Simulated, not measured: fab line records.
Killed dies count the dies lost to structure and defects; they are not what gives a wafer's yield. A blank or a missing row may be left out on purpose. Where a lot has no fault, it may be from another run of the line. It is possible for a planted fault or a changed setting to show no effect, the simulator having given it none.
Lot-split experiment || flow n5 finfet || on a route of 1938 steps: 7 lots, 21 wafers read

== THE SPLIT ==
At N5_MIM_BOT_ETCH_ETCH_04 (etches SiNx in CF4/O2, target depth 26 nm, time 13 s), the setting time s was moved away from the recipe's 13 s on 8 of the 21 wafers read, by -19.4% to +16.7%. All remaining wafers had this setting at the recipe value.

The reading comes from the split's own step.

== THE READING ==
etch.depth nm (the simulator's own value, which no gauge read), in nm, at N5_MIM_BOT_ETCH_ETCH_04 (etches SiNx in CF4/O2, target depth 26 nm, time 13 s). No usual value for it is given in the file. Here, 13 wafers ran the recipe; their average is 26.13 nm with a standard deviation of 0.37 nm.

{"wafer": "L082.2", "tool, chamber at the split": "rie diel-06, 1", "time s as run, s": 13, "against the recipe": "recipe", "etch.depth nm, nm": 26.15, "against lot-mates on the recipe": "-"}
{"wafer": "L082.4", "tool, chamber at the split": "rie diel-06, 3", "time s as run, s": 14.58, "against the recipe": "+12.2%", "etch.depth nm, nm": 29.87, "against lot-mates on the recipe": "+3.49"}
{"wafer": "L082.6", "tool, chamber at the split": "rie diel-06, 3", "time s as run, s": 13, "against the recipe": "recipe", "etch.depth nm, nm": 26.61, "against lot-mates on the recipe": "-"}
{"wafer": "L080.1", "tool, chamber at the split": "rie diel-06, 1", "time s as run, s": 11.52, "against the recipe": "-11.4%", "etch.depth nm, nm": 23.25, "against lot-mates on the recipe": -2.70}
{"wafer": "L080.3", "tool, chamber at the split": "rie diel-06, 2", "time s as run, s": 13, "against the recipe": "recipe", "etch.depth nm, nm": 25.96, "against lot-mates on the recipe": "-"}
{"wafer": "L080.6", "tool, chamber at the split": "rie diel-06, 2", "time s as run, s": 13, "against the recipe": "recipe", "etch.depth nm, nm": 25.95, "against lot-mates on the recipe": "-"}
{"wafer": "L083.2", "tool, chamber at the split": "rie diel-05, 1", "time s as run, s": 10.48, "against the recipe": "-19.4%", "etch.depth nm, nm": 21.02, "against lot-mates on the recipe": -4.59}
{"wafer": "L083.3", "tool, chamber at the split": "rie diel-05, 0", "time s as run, s": 13, "against the recipe": "recipe", "etch.depth nm, nm": 25.61, "against lot-mates on the recipe": "-"}
{"wafer": "L083.5", "tool, chamber at the split": "rie diel-05, 2", "time s as run, s": 10.48, "against the recipe": "-19.4%", "etch.depth nm, nm": 21.24, "against lot-mates on the recipe": -4.37}
{"wafer": "L084.3", "tool, chamber at the split": "rie diel-05, 1", "time s as run, s": 14.44, "against the recipe": "+11.1%", "etch.depth nm, nm": 28.63, "against lot-mates on the recipe": "+2.29"}
{"wafer": "L084.4", "tool, chamber at the split": "rie diel-05, 3", "time s as run, s": 13, "against the recipe": "recipe", "etch.depth nm, nm": 26.46, "against lot-mates on the recipe": "-"}
{"wafer": "L084.5", "tool, chamber at the split": "rie diel-05, 2", "time s as run, s": 13, "against the recipe": "recipe", "etch.depth nm, nm": 26.21, "against lot-mates on the recipe": "-"}
{"wafer": "L088.1", "tool, chamber at the split": "rie diel-06, 1", "time s as run, s": 14.2, "against the recipe": "+9.2%", "etch.depth nm, nm": 28.31, "against lot-mates on the recipe": "+2.54"}
{"wafer": "L088.3", "tool, chamber at the split": "rie diel-06, 0", "time s as run, s": 13, "against the recipe": "recipe", "etch.depth nm, nm": 25.77, "against lot-mates on the recipe": "-"}
{"wafer": "L088.5", "tool, chamber at the split": "rie diel-06, 1", "time s as run, s": 14.2, "against the recipe": "+9.2%", "etch.depth nm, nm": 28.23, "against lot-mates on the recipe": "+2.46"}
{"wafer": "L097.1", "tool, chamber at the split": "rie diel-01, 2", "time s as run, s": 13, "against the recipe": "recipe", "etch.depth nm, nm": 26.57, "against lot-mates on the recipe": "-"}
{"wafer": "L097.4", "tool, chamber at the split": "rie diel-01, 1", "time s as run, s": 13, "against the recipe": "recipe", "etch.depth nm, nm": 26.64, "against lot-mates on the recipe": "-"}
{"wafer": "L097.6", "tool, chamber at the split": "rie diel-01, 3", "time s as run, s": 15.17, "against the recipe": "+16.7%", "etch.depth nm, nm": 29.88, "against lot-mates on the recipe": "+3.27"}
{"wafer": "L096.1", "tool, chamber at the split": "rie diel-01, 0", "time s as run, s": 13, "against the recipe": "recipe", "etch.depth nm, nm": 25.72, "against lot-mates on the recipe": "-"}
{"wafer": "L096.2", "tool, chamber at the split": "rie diel-01, 2", "time s as run, s": 13, "against the recipe": "recipe", "etch.depth nm, nm": 26.42, "against lot-mates on the recipe": "-"}
{"wafer": "L096.5", "tool, chamber at the split": "rie diel-01, 3", "time s as run, s": 13, "against the recipe": "recipe", "etch.depth nm, nm": 25.64, "against lot-mates on the recipe": "-"}

THE FIT
A straight line over all 21 wafers: etch.depth nm changes by +0.251 nm for each +1% of time s; r = +0.99; the points scatter about the line by 0.37 nm.
The same after taking each lot's own level away (the mean of its wafers on the recipe; 21 wafers): +0.233 nm for each +1%; r = +0.99; scatter 0.3 nm.
That fit puts the effect of the largest move of time s on the reading at 4.5 nm.
Measured against the standard deviation above, the lots' own levels, which go from 25.610 to 26.605 nm, span 2.7 times it.
The two slopes agree, so the slope changes little with the lot-to-lot level.
Check: for one of the wafers moved furthest among these (-19.4%), held out of the fit, the line's prediction against its lot-mates is -4.45 nm. Against them it came out at -4.59 nm.

== OTHER SPLITS ON THESE WAFERS ==
Before the reading, these wafers also passed through other splits. Each is held against what the fit with the lots' levels taken away leaves over:
{"other split on the same wafers": "N5_BEOL_M15_COAT_58 spin rpm", "wafers away from the commonest value": 7, "r with etch.depth nm (lot level and that fit taken away)": -0.10}
{"other split on the same wafers": "N5_BEOL_M15_COAT_60 spin rpm", "wafers away from the commonest value": 14, "r with etch.depth nm (lot level and that fit taken away)": "+0.10"}
{"other split on the same wafers": "N5_BEOL_M15_ETCH_61 bias w", "wafers away from the commonest value": 4, "r with etch.depth nm (lot level and that fit taken away)": -0.16}

== THE FILE'S OWN FIT ==
etch.depth nm changes by +0.231 nm for each +1% of time s, r = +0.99.
